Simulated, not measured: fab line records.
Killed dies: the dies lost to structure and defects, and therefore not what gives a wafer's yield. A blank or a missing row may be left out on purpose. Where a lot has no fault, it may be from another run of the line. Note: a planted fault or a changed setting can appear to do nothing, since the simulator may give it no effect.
Struck lot and sound lot, side by side    flow n5_finfet    21 out of 1938 route steps
Sound: these wafers, L655.2, L655.3, L655.6. Wafers L662.4, L662.5, L662.6 were the ones struck. The cause is given at the end.
Order at every step that has rows: each side's tool, ch and its chambers, its first start. Under that, the readings that differ: sound wafers    struck wafers    difference of the means    sigmas: that difference in standard deviations of wafers without a fault.
alike: readings whose means differ by less than 2 such deviations, and words and numbers that are the same on both sides. not compared: withheld readings, readings that some wafer has no value for, bounds like >300 that may hide the same value, and numbers for which the record gives no deviation and whose values overlap.
A row with sigmas, a row that says differs or no value, or rows on one side alone: a step with any of these is where the two part. Numbers that don't overlap but have no deviation are shown without sigmas and don't part them. A reading that every wafer of one side lacks parts them only if that side has two wafers or more.

first, 8 steps without rows for these wafers: N5_BEOL_M2_PRE_CLEAN_60 (time 15 s); N5_BEOL_M2_CO_CAP_55 (material Co, precursor CCTBA/H2, target thk 2 nm, time 102.1 s); N5_BEOL_M2_PRE_CLEAN_56 (time 15 s); N5_BEOL_M2_DEP_57 (deposits SiCN from 3MS/NH3, target thk 8 nm, time 14 s); N5_BEOL_M3_ILD_DEP_00 (deposits SiOC from DEMS/O2, target thk 79 nm, time 15.3 s); N5_BEOL_M3_PECVD_72 (deposits SiO2 from TEOS/O2, target thk 16 nm, time 18 s); N5_BEOL_M3_HM_DEP_02 (deposits TiN, target thk 20 nm); N5_BEOL_M3_COAT_61 (time 60 s, resist thk 60 nm).
N5_BEOL_M3_COAT_62: time 60 s, resist thk 12 nm.
  sound on litho_track-05 ch 0, day 10 09:55; struck on litho_track-05 ch 0, day 12 04:04
reading               sound                 struck                difference  sigmas
spin_speed_rpm (rpm)  1500.2 1501.0 1499.2  1447.7 1449.1 1447.3  -52.1       -40
then, 9 steps without rows for these wafers: N5_BEOL_M3_COAT_73 (time 60 s, resist thk 5 nm); N5_BEOL_M3_COAT_05 (resist thk 30 nm); N5_BEOL_M3_EBR_07; N5_BEOL_M3_SOFTBAKE_06 (time 60 s); N5_BEOL_M3_EXPOSE_08 (exposes mask M3); N5_BEOL_M3_PEB_09 (peb time 60 s); N5_BEOL_M3_DEVELOP_10 (develop time 30 s); N5_BEOL_M3_DESCUM_16 (chemistry O2, time 7 s); N5_BEOL_M3_ETCH_74 (etches underlayer in N2/H2, target depth 6.5 nm, time 5.2 s).
N5_BEOL_M3_ETCH_63: etches SiARC in CF4, target depth 15.6 nm, time 26 s.
  sound on rie_diel-04 ch 0,3, day 10 10:33; struck on rie_diel-03 ch 0,1,3, day 12 04:37
reading                   sound              struck             difference  sigmas
model.etch.depth_nm (nm)  12.04 11.99 12.02  12.24 12.27 12.26  +0.24       
  alike: cf4_flow_sccm, drypump_motor_current_A, etch_rf_on_time_s, oes_product_au, rf_vpp_V, showerhead_plenum_p_Torr, throttle_valve_pct
  not compared: rf_hours_counter_h
then, 1 step without rows for these wafers: N5_BEOL_M3_ETCH_64 (etches SOC in N2/H2, target depth 75 nm, overetch 15 nm, time 112.5 s).
N5_BEOL_M4_RC_MEAS_101:
  sound on prober-01 ch 0, day 11 17:37; struck on prober-01 ch 0, day 13 06:58
reading         sound              struck             difference  sigmas
IOFF_N (nA/um)  0.142 0.123 0.130  0.245 0.162 0.159  +0.057      +2
IOFF_P (nA/um)  0.190 0.161 0.169  0.299 0.221 0.221  +0.074      +3
ION_P (uA/um)   462 450 453        473 467 467        +14         +2
VT_P (mV)       -254 -255 -254     -244 -250 -247     +7          +2
  alike: DIBL_N, DIBL_P, ION_N, SS_N, SS_P, VT_N

== WHERE THEY PART ==
First at N5_BEOL_M3_COAT_62; last, within this record, at N5_BEOL_M4_RC_MEAS_101.

WHY: whatever the simulator had introduced
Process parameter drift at N5_BEOL_M3_COAT_62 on litho_track-05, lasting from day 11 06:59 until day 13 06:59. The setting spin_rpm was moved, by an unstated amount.
